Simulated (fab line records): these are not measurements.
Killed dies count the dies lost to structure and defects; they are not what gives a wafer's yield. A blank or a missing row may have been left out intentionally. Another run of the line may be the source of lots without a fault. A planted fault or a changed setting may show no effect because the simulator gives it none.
fab line records | flow n5_finfet
record: lots: 6 | wafers: 18 | last_day: 16
route steps=1938 shown BEOL_M1@807 BEOL_M4@1111 PASSIVATION@1936
lots with no fault: from the same line, run without faults
start_h: the number of hours between the record's first day and the start of the first shown wafer of the lot | wait_h: hours since the lot's step before | " unchanged from the row above | L1.1+2: one row covering several wafers at once | - either no value or no given start | * or withheld: withheld | < > ~ a bound
route shown NAME@n: a module of which the file shows steps, and the number in the route of the first | usual: mean and standard deviation over wafers with no fault | same: alike in all rows | chamber/n: place in a boat | sites: the reading at each site | _std_site: the values' standard deviation | _edge_site: the outer-site mean with the inner-site mean subtracted | radius_mm: for every site, how far away it sits from the centre of the wafer | mask NAME#n: copy n | behind: tool/chamber where the wafer was last shaped | hold: why the lot was held/for how many hours/how that ended | device: which transistor (n, p or np) failed to switch | end of line: the tests these same wafers got at the end of their route | a step with no rows: only its recipe | killed: dies that structure and defects cost at the first sort, which is not the same as the wafer's yield | map: shows each die of a wafer: x if killed, . if not, _ if none is there
set.NAME: the setting as run; set.NAME@STEP: as run at that earlier step | model.NAME: the simulator's own value behind a step, which no gauge read
lots at some steps of the route; a table a step, a row a wafer
services: when a tool's chamber went out of use (start_h, in hours from the record's first day, below 0 if earlier), for how many hours, and the reason
== steps ==
step: N5_BEOL_M1_SRD_43
recipe: time_s: 30 | temp_c: 23 | rinse_liquid: diw | dry: ipa_marangoni
step: N5_BEOL_M1_CD_MEAS_35
recipe: target_cd_nm: 18 | target_cd_y_nm: 21 | polarity: opening
usual: cd_nm: 18.0/0.34
lot.wafer | tool      | chamber | start_h | wait_h | cd_nm
L584.2    | cd_sem-02 | -       | 150.10  | 0.0    | 17.7
L584.3    | "         | -       | "       | "      | 18.3
L584.6    | "         | -       | "       | "      | 18.5
L592.2    | cd_sem-02 | -       | 191.29  | 0.0    | 18.4
L592.3    | "         | -       | "       | "      | 17.7
L592.4    | "         | -       | "       | "      | 18.3
L594.2    | cd_sem-03 | -       | 201.96  | 0.0    | 18.0
L594.5    | "         | -       | "       | "      | 18.3
L594.6    | "         | -       | "       | "      | 18.2
L598.2    | cd_sem-02 | -       | 226.18  | 0.0    | 18.1
L598.3    | "         | -       | "       | "      | 17.6
L598.4    | "         | -       | "       | "      | 18.1
L599.2    | cd_sem-03 | -       | 229.56  | 0.0    | 18.1
L599.4    | "         | -       | "       | "      | 18.6
L599.5    | "         | -       | "       | "      | 18.1
L602.1    | cd_sem-03 | -       | 243.95  | 0.0    | 18.2
L602.3    | "         | -       | "       | "      | 18.0
L602.4    | "         | -       | "       | "      | 18.2
step: N5_BEOL_M1_DEGAS_44
recipe: ambient: vacuum | temp_c: 250 | time_s: 60
usual: heater_power_w: 340/30
lot.wafer | tool           | chamber | start_h | wait_h | heater_power_w
L584.2    | pvd_sputter-03 | -       | 150.73  | 0.6    | 347
L584.3    | "              | -       | "       | "      | 361
L584.6    | "              | -       | "       | "      | 319
L592.2    | pvd_sputter-02 | -       | 191.55  | 0.3    | 375
L592.3    | "              | -       | "       | "      | 359
L592.4    | "              | -       | "       | "      | 337
L594.2    | pvd_sputter-03 | -       | 202.06  | 0.1    | 319
L594.5    | "              | -       | "       | "      | 282
L594.6    | "              | -       | "       | "      | 314
L598.2    | pvd_sputter-01 | -       | 226.46  | 0.3    | 295
L598.3    | "              | -       | "       | "      | 321
L598.4    | "              | -       | "       | "      | 375
L599.2    | pvd_sputter-02 | -       | 231.04  | 1.5    | 353
L599.4    | "              | -       | "       | "      | 336
L599.5    | "              | -       | "       | "      | 345
L602.1    | pvd_sputter-01 | -       | 244.11  | 0.2    | 381
L602.3    | "              | -       | "       | "      | 383
L602.4    | "              | -       | "       | "      | 312
step: N5_BEOL_M1_PRE_CLEAN_45
recipe: gas: H2/He | time_s: 30 | temp_c: 250
usual: heater_power_w: 339/30
lot.wafer | tool           | chamber | start_h | wait_h | heater_power_w
L584.2    | pvd_sputter-03 | -       | 150.77  | 0.0    | 336
L584.3    | "              | -       | "       | "      | 352
L584.6    | "              | -       | "       | "      | 321
L592.2    | pvd_sputter-02 | -       | 191.59  | 0.0    | 366
L592.3    | "              | -       | "       | "      | 346
L592.4    | "              | -       | "       | "      | 337
L594.2    | pvd_sputter-03 | -       | 202.10  | 0.0    | 312
L594.5    | "              | -       | "       | "      | 279
L594.6    | "              | -       | "       | "      | 314
L598.2    | pvd_sputter-01 | -       | 226.50  | 0.0    | 295
L598.3    | "              | -       | "       | "      | 317
L598.4    | "              | -       | "       | "      | 378
L599.2    | pvd_sputter-02 | -       | 231.08  | 0.0    | 345
L599.4    | "              | -       | "       | "      | 332
L599.5    | "              | -       | "       | "      | 360
L602.1    | pvd_sputter-01 | -       | 244.15  | 0.0    | 381
L602.3    | "              | -       | "       | "      | 375
L602.4    | "              | -       | "       | "      | 324
step: N5_BEOL_M1_ALD_84
recipe: material: TaN | target_thk_a: * | temp_c: 275 | ald_precursor_family: PDMAT | ald_co_reactant: NH3 | pressure_torr: 3 | carrier_flow_sccm: 1500 | pulse_time_s: 2 | purge_time_s: 3 | co_reactant_purge_time_s: 2 | co_reactant_pulse_time_s: 3 | ald_cycles: 30 | precursor_vessel_temp_c: 75 | precursor_vessel_pressure_torr: 26.25 | precursor_vessel_carrier_sccm: 1000
step: N5_BEOL_M1_SURFACE_TREAT_85
recipe: gas: Ar | time_s: * | ion_energy_ev: * | ion_current_ma_cm2: 0.5 | pressure_mtorr: * | ar_flow_sccm: 30
usual: throttle_valve_pct: *
lot.wafer | tool           | chamber | start_h | wait_h | throttle_valve_pct
L584.2    | pvd_sputter-02 | -       | 151.90  | 0.9    | *
L584.3    | "              | -       | "       | "      | *
L584.6    | "              | -       | "       | "      | *
L592.2    | pvd_sputter-03 | -       | 192.02  | 0.3    | *
L592.3    | "              | -       | "       | "      | *
L592.4    | "              | -       | "       | "      | *
L594.2    | pvd_sputter-03 | -       | 202.50  | 0.2    | *
L594.5    | "              | -       | "       | "      | *
L594.6    | "              | -       | "       | "      | *
L598.2    | pvd_sputter-01 | -       | 226.86  | 0.2    | *
L598.3    | "              | -       | "       | "      | *
L598.4    | "              | -       | "       | "      | *
L599.2    | pvd_sputter-02 | -       | 231.48  | 0.2    | *
L599.4    | "              | -       | "       | "      | *
L599.5    | "              | -       | "       | "      | *
L602.1    | pvd_sputter-01 | -       | 244.47  | 0.2    | *
L602.3    | "              | -       | "       | "      | *
L602.4    | "              | -       | "       | "      | *
step: N5_BEOL_M1_CVD_47
recipe: material: Co | target_thk_a: 30 | temp_c: withheld | precursor: CCTBA/H2 | pressure_torr: 30 | time_s: 223.8
step: N5_BEOL_M1_SPUTTER_48
recipe: material: Cu | target_thk_a: 45 | temp_c: -20 | chamber_pressure_pa: 0.07 | power_w: withheld | time_s: 8.29
step: N5_BEOL_M1_ANNEAL_49
recipe: temp_c: 400 | time_s: 240 | ambient: vacuum
step: N5_BEOL_M1_SPUTTER_79
recipe: material: Cu | target_thk_a: 45 | temp_c: -20 | chamber_pressure_pa: 0.07 | power_w: withheld | time_s: 8.29
step: N5_BEOL_M1_ANNEAL_80
recipe: temp_c: 400 | time_s: 240 | ambient: vacuum
usual: heater_power_w: 851/74 | susceptor_temp_C: 400.03/0.22
lot.wafer | tool           | chamber | start_h | wait_h | heater_power_w | susceptor_temp_C
L584.2    | pvd_sputter-01 | -       | 152.49  | 0.0    | 811            | 399.87
L584.3    | "              | -       | "       | "      | 948            | 399.55
L584.6    | "              | -       | "       | "      | 812            | 400.06
L592.2    | pvd_sputter-02 | -       | 192.58  | 0.0    | 873            | 400.13
L592.3    | "              | -       | "       | "      | 920            | 400.07
L592.4    | "              | -       | "       | "      | 868            | 400.39
L594.2    | pvd_sputter-02 | -       | 203.04  | 0.0    | 908            | 400.14
L594.5    | "              | -       | "       | "      | 861            | 399.83
L594.6    | "              | -       | "       | "      | 873            | 400.12
L598.2    | pvd_sputter-03 | -       | 227.59  | 0.0    | 770            | 400.16
L598.3    | "              | -       | "       | "      | 871            | 400.46
L598.4    | "              | -       | "       | "      | 870            | 399.77
L599.2    | pvd_sputter-02 | -       | 232.08  | 0.0    | 862            | 399.96
L599.4    | "              | -       | "       | "      | 874            | 400.05
L599.5    | "              | -       | "       | "      | 842            | 399.95
L602.1    | pvd_sputter-01 | -       | 245.00  | 0.0    | 796            | 399.77
L602.3    | "              | -       | "       | "      | 738            | 399.70
L602.4    | "              | -       | "       | "      | 955            | 400.16
step: N5_BEOL_M1_SPUTTER_81
recipe: material: Cu | target_thk_a: 45 | temp_c: -20 | chamber_pressure_pa: 0.07 | power_w: withheld | time_s: 8.29
usual: chamber_pressure_pa: 0.07001/0.00015 | throttle_valve_pct: 30.1/1.2
lot.wafer | tool           | chamber | start_h | wait_h | chamber_pressure_pa | throttle_valve_pct
L584.2    | pvd_sputter-01 | -       | 152.63  | 0.1    | 0.07018             | 31.4
L584.3    | "              | -       | "       | "      | 0.0699              | 29.2
L584.6    | "              | -       | "       | "      | 0.07003             | 31.7
L592.2    | pvd_sputter-02 | -       | 192.72  | 0.1    | 0.06981             | 31.1
L592.3    | "              | -       | "       | "      | 0.06997             | 31.0
L592.4    | "              | -       | "       | "      | 0.07006             | 30.7
L594.2    | pvd_sputter-02 | -       | 203.18  | 0.1    | 0.06976             | 30.7
L594.5    | "              | -       | "       | "      | 0.07012             | 30.8
L594.6    | "              | -       | "       | "      | 0.0699              | 30.5
L598.2    | pvd_sputter-03 | -       | 227.73  | 0.1    | 0.06981             | 28.8
L598.3    | "              | -       | "       | "      | 0.07001             | 30.6
L598.4    | "              | -       | "       | "      | 0.06982             | 28.2
L599.2    | pvd_sputter-02 | -       | 232.22  | 0.1    | 0.06994             | 31.0
L599.4    | "              | -       | "       | "      | 0.06993             | 31.1
L599.5    | "              | -       | "       | "      | 0.07032             | 30.7
L602.1    | pvd_sputter-01 | -       | 245.14  | 0.1    | 0.06968             | 31.4
L602.3    | "              | -       | "       | "      | 0.06994             | 30.4
L602.4    | "              | -       | "       | "      | 0.06998             | 28.7
step: N5_BEOL_M1_ANNEAL_82
recipe: temp_c: 400 | time_s: 240 | ambient: vacuum
usual: heater_power_w: 852/74 | susceptor_temp_C: 400.02/0.21
lot.wafer | tool           | chamber | start_h | wait_h | heater_power_w | susceptor_temp_C
L584.2    | pvd_sputter-01 | -       | 152.71  | 0.0    | 818            | 400.33
L584.3    | "              | -       | "       | "      | 950            | 400.12
L584.6    | "              | -       | "       | "      | 797            | 400.50
L592.2    | pvd_sputter-02 | -       | 192.80  | 0.0    | -              | -
L592.3    | "              | -       | "       | "      | -              | -
L592.4    | "              | -       | "       | "      | -              | -
L594.2    | pvd_sputter-02 | -       | 203.26  | 0.0    | -              | -
L594.5    | "              | -       | "       | "      | -              | -
L594.6    | "              | -       | "       | "      | -              | -
L598.2    | pvd_sputter-03 | -       | 227.81  | 0.0    | 788            | 399.92
L598.3    | "              | -       | "       | "      | 878            | 399.87
L598.4    | "              | -       | "       | "      | 858            | 399.75
L599.2    | pvd_sputter-02 | -       | 232.30  | 0.0    | 865            | 400.03
L599.4    | "              | -       | "       | "      | 881            | 399.95
L599.5    | "              | -       | "       | "      | 840            | 400.15
L602.1    | pvd_sputter-01 | -       | 245.22  | 0.0    | 791            | 400.08
L602.3    | "              | -       | "       | "      | 724            | 400.12
L602.4    | "              | -       | "       | "      | 949            | 399.64
step: N5_BEOL_M1_SPUTTER_86
recipe: material: Cu | target_thk_a: 45 | temp_c: -20 | chamber_pressure_pa: 0.07 | power_w: withheld | time_s: 8.29
step: N5_BEOL_M4_RC_MEAS_101
usual: DIBL_N: 35.8/1.6 | DIBL_P: 36.0/2.1 | IOFF_N: 0.153/0.026 | IOFF_P: 0.21/0.037 | ION_N: 673/11 | ION_P: 462/7.6 | SS_N: 71.4/0.53 | SS_P: 73.2/0.67 | VT_N: 250/3.2 | VT_P: -250/3.7
lot.wafer | tool      | chamber | start_h | wait_h | DIBL_N[mV/V] | DIBL_P[mV/V] | IOFF_N[nA/um] | IOFF_P[nA/um] | ION_N[uA/um] | ION_P[uA/um] | SS_N[mV/dec] | SS_P[mV/dec] | VT_N[mV] | VT_P[mV]
L584.2    | prober-01 | 0       | 192.11  | 0.2    | 37.4         | 40.7         | 0.186         | 0.31          | 674          | 470          | 71.6         | 74.4         | 249      | -242
L584.3    | "         | 0       | "       | "      | 36.0         | 38.9         | 0.167         | 0.29          | 677          | 471          | 71.6         | 73.6         | 251      | -242
L584.6    | "         | 0       | "       | "      | 36.9         | 39.6         | 0.181         | 0.29          | 683          | 475          | 71.9         | 73.5         | 246      | -242
L592.2    | prober-01 | 0       | 240.61  | 0.2    | 34.7         | 35.3         | 0.138         | 0.22          | 673          | 471          | 70.8         | 72.0         | 252      | -246
L592.3    | "         | 0       | "       | "      | 35.5         | 35.8         | 0.159         | 0.22          | 675          | 465          | 71.5         | 72.9         | 251      | -246
L592.4    | "         | 0       | "       | "      | 36.4         | 37.6         | 0.197         | 0.28          | 687          | 475          | 71.4         | 73.7         | 246      | -243
L594.2    | prober-02 | 0       | 240.85  | 0.2    | 34.3         | 34.2         | 0.139         | 0.19          | 684          | 462          | 71.4         | 72.5         | 250      | -249
L594.5    | "         | 0       | "       | "      | 35.3         | 34.1         | 0.137         | 0.19          | 665          | 462          | 70.9         | 72.5         | 252      | -251
L594.6    | "         | 0       | "       | "      | 35.5         | 36.5         | 0.165         | 0.24          | 690          | 473          | 71.1         | 73.1         | 246      | -246
L598.2    | prober-02 | 0       | 269.44  | 0.2    | 37.0         | 35.1         | 0.148         | 0.20          | 672          | 463          | 71.8         | 72.9         | 253      | -249
L598.3    | "         | 0       | "       | "      | 37.1         | 35.6         | 0.150         | 0.21          | 667          | 461          | 71.5         | 73.4         | 250      | -252
L598.4    | "         | 0       | "       | "      | 36.5         | 35.2         | 0.145         | 0.20          | 675          | 463          | 71.8         | 73.5         | 251      | -249
L599.2    | prober-01 | 0       | 276.04  | 0.2    | 36.5         | 38.1         | 0.170         | 0.22          | 676          | 474          | 71.2         | 74.0         | 249      | -250
L599.4    | "         | 0       | "       | "      | 32.1         | 32.4         | 0.097         | 0.14          | 646          | 445          | 70.9         | 72.8         | 257      | -258
L599.5    | "         | 0       | "       | "      | 33.8         | 34.6         | 0.127         | 0.17          | 657          | 454          | 71.2         | 73.0         | 253      | -255
L602.1    | prober-02 | 0       | 285.26  | 0.0    | 34.6         | 36.0         | 0.152         | 0.20          | 669          | 464          | 71.7         | 71.9         | 251      | -249
L602.3    | "         | 0       | "       | "      | 36.1         | 38.1         | 0.192         | 0.26          | 680          | 469          | 72.4         | 73.9         | 247      | -248
L602.4    | "         | 0       | "       | "      | 34.1         | 35.4         | 0.149         | 0.21          | 665          | 457          | 71.0         | 72.8         | 250      | -248
step: N5_PASSIVATION_PROBE_49
usual: defect_limited_yield: 91.3/1.5 | killed_at_M0_to_M3: 33/12 | killed_at_M4_up: 13/5.2 | killed_at_contacts: 13/6.7 | killed_at_front_end: 40/11 | killed_at_other: 4.1/2.7 | killed_dies: 103/17 | killed_open: 69/13 | killed_short: 33/8.4 | sort_bin_5_function: 5.1/1 | sort_bin_6_memory: 3.2/0.62 | sort_n_pass: 1077/17 | sort_yield_pct: 91.3/1.5
same: gross_dies: 1180 | killed_at_back_side: 0 | sort_bin_4_leakage[%]: 0 | sort_bin_8_speed[%]: 0
lot.wafer | tool      | chamber | start_h | wait_h | defect_limited_yield[%] | killed_at_M0_to_M3 | killed_at_M4_up | killed_at_contacts | killed_at_front_end | killed_at_other | killed_dies | killed_open | killed_short | sort_bin_5_function[%] | sort_bin_6_memory[%] | sort_n_pass | sort_yield_pct[%]
L584.2    | prober-02 | -       | 297.97  | 0.1    | 91.0                    | 25                 | 5               | 15                 | 57                  | 4               | 106         | 73          | 33           | 5.4                    | 3.2                  | 1074        | 91.0
L584.3    | prober-02 | -       | 298.02  | 0.1    | 89.8                    | 30                 | 6               | 26                 | 55                  | 3               | 120         | 80          | 40           | 5.3                    | 4.0                  | 1060        | 89.8
L584.6    | prober-02 | -       | 298.17  | 0.3    | 90.8                    | 39                 | 8               | 14                 | 40                  | 7               | 108         | 71          | 36           | 5.6                    | 3.2                  | 1072        | 90.8
killed by level:class
L584.2 FIN_SAQP:geometric_particle:open=23 FIN_SAQP:geometric_particle:short=12 MOL_CONTACT_COAG:geometric_particle:open=11 BEOL_M3:geometric_particle:open=8 GATE_CUT:geometric_particle:short=7 BEOL_M1:geometric_particle:open=6 GATE_CUT:geometric_particle:open=6 BEOL_M0_SAQP:geometric_particle:open=5
L584.3 STI_FIN_REVEAL:geometric_particle:open=24 MOL_CONTACT_COAG:geometric_particle:open=19 FIN_SAQP:geometric_particle:open=9 GATE_CUT:geometric_particle:short=7 BEOL_M3:geometric_particle:open=7 MOL_CONTACT_COAG:geometric_particle:short=7 FIN_SAQP:geometric_particle:short=6 BEOL_M1:geometric_particle:short=5
L584.6 MOL_CONTACT_COAG:geometric_particle:open=13 BEOL_M1:geometric_particle:open=13 FIN_SAQP:geometric_particle:open=12 BEOL_M0_SAQP:geometric_particle:open=11 FIN_SAQP:geometric_particle:short=8 GATE_CUT:geometric_particle:short=6 BEOL_M1:geometric_particle:short=6 STI_FIN_REVEAL:geometric_particle:open=4
== services ==
tool           | chamber | start_h | hours | kind
pvd_sputter-01 | -       | 143.08  | 4.3   | repair
== key ==
first_sign: step: N5_BEOL_M1_ANNEAL_82 | reading: tool_record | direction: missing
effect none on later readings
met_at N5_BEOL_M1_ANNEAL_82
struck_wafers L592.2,L592.3,L592.4,L594.2,L594.5,L594.6
fault: kind: skipped_step_whole | tool: pvd_sputter-02 | chamber: - | onset_h: 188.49 | steps: N5_BEOL_M1_ANNEAL_82 | scope: struck_lots_only
